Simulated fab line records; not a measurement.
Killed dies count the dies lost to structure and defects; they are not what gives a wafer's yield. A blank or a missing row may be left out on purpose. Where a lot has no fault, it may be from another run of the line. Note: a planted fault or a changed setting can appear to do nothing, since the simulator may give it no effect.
Matching of chambers || flow n5-finfet || 4 sister chambers for N5_PMOS_HMC_CHANNEL_EPI_STRIP_33 on rie-diel-03
The step strips in N2/H2. 8 wafers are shown with their chamber, then 10 later ones without.

## WAFERS, EACH WITH ITS CHAMBER
{"wafer": "L081.2", "chamber": 2, "drypump-motor-current-A (A)": 6.0, "showerhead-plenum-p-Torr (Torr)": 3.22}
{"wafer": "L083.2", "chamber": 1, "drypump-motor-current-A (A)": 4.9, "showerhead-plenum-p-Torr (Torr)": 3.48}
{"wafer": "L083.3", "chamber": 3, "drypump-motor-current-A (A)": 6.0, "showerhead-plenum-p-Torr (Torr)": 3.40}
{"wafer": "L083.4", "chamber": 2, "drypump-motor-current-A (A)": 6.0, "showerhead-plenum-p-Torr (Torr)": 3.21}
{"wafer": "L083.5", "chamber": 0, "drypump-motor-current-A (A)": 5.8, "showerhead-plenum-p-Torr (Torr)": 3.51}
{"wafer": "L083.6", "chamber": 1, "drypump-motor-current-A (A)": 4.9, "showerhead-plenum-p-Torr (Torr)": 3.48}
{"wafer": "L088.1", "chamber": 0, "drypump-motor-current-A (A)": 5.8, "showerhead-plenum-p-Torr (Torr)": 3.51}
{"wafer": "L088.5", "chamber": 3, "drypump-motor-current-A (A)": 5.9, "showerhead-plenum-p-Torr (Torr)": 3.40}

## WAFERS WHOSE CHAMBER IS MISSING
{"wafer": "L088.6", "drypump-motor-current-A (A)": 5.8, "showerhead-plenum-p-Torr (Torr)": 3.51}
{"wafer": "L089.1", "drypump-motor-current-A (A)": 4.9, "showerhead-plenum-p-Torr (Torr)": 3.47}
{"wafer": "L089.2", "drypump-motor-current-A (A)": 6.0, "showerhead-plenum-p-Torr (Torr)": 3.21}
{"wafer": "L089.6", "drypump-motor-current-A (A)": 5.0, "showerhead-plenum-p-Torr (Torr)": 3.47}
{"wafer": "L090.1", "drypump-motor-current-A (A)": 5.8, "showerhead-plenum-p-Torr (Torr)": 3.51}
{"wafer": "L090.4", "drypump-motor-current-A (A)": 4.9, "showerhead-plenum-p-Torr (Torr)": 3.47}
{"wafer": "L090.5", "drypump-motor-current-A (A)": 6.0, "showerhead-plenum-p-Torr (Torr)": 3.20}
{"wafer": "L097.2", "drypump-motor-current-A (A)": 6.0, "showerhead-plenum-p-Torr (Torr)": 3.20}
{"wafer": "L097.4", "drypump-motor-current-A (A)": 5.9, "showerhead-plenum-p-Torr (Torr)": 3.39}
{"wafer": "L097.5", "drypump-motor-current-A (A)": 6.0, "showerhead-plenum-p-Torr (Torr)": 3.20}

## CHAMBER TAKEN BY EACH
{"wafer": "L088.6", "from the rows above": 0, "in truth": 0}
{"wafer": "L089.1", "from the rows above": 1, "in truth": 1}
{"wafer": "L089.2", "from the rows above": 2, "in truth": 2}
{"wafer": "L089.6", "from the rows above": 1, "in truth": 1}
{"wafer": "L090.1", "from the rows above": 0, "in truth": 0}
{"wafer": "L090.4", "from the rows above": 1, "in truth": 1}
{"wafer": "L090.5", "from the rows above": 2, "in truth": 2}
{"wafer": "L097.2", "from the rows above": 2, "in truth": 2}
{"wafer": "L097.4", "from the rows above": 3, "in truth": 3}
{"wafer": "L097.5", "from the rows above": 2, "in truth": 2}
10 of 10 placed correctly. Not placeable from these rows: 0. Wrongly placed: 0.
How it was worked out, from the rows above alone: a wafer's distance from a chamber is the root of the sum, over the readings, of the square of ((its reading less the chamber's mean) divided by the reading's scatter). If the next closest chamber is less than 2 further off than the closest, the wafer can't be placed; otherwise it belongs to the closest. The mean given for a chamber averages the wafers shown for that chamber. The scatter: take each reading less its chamber's mean, square it, sum over the shown wafers, divide by the number of wafers less the number of chambers, and take the root.
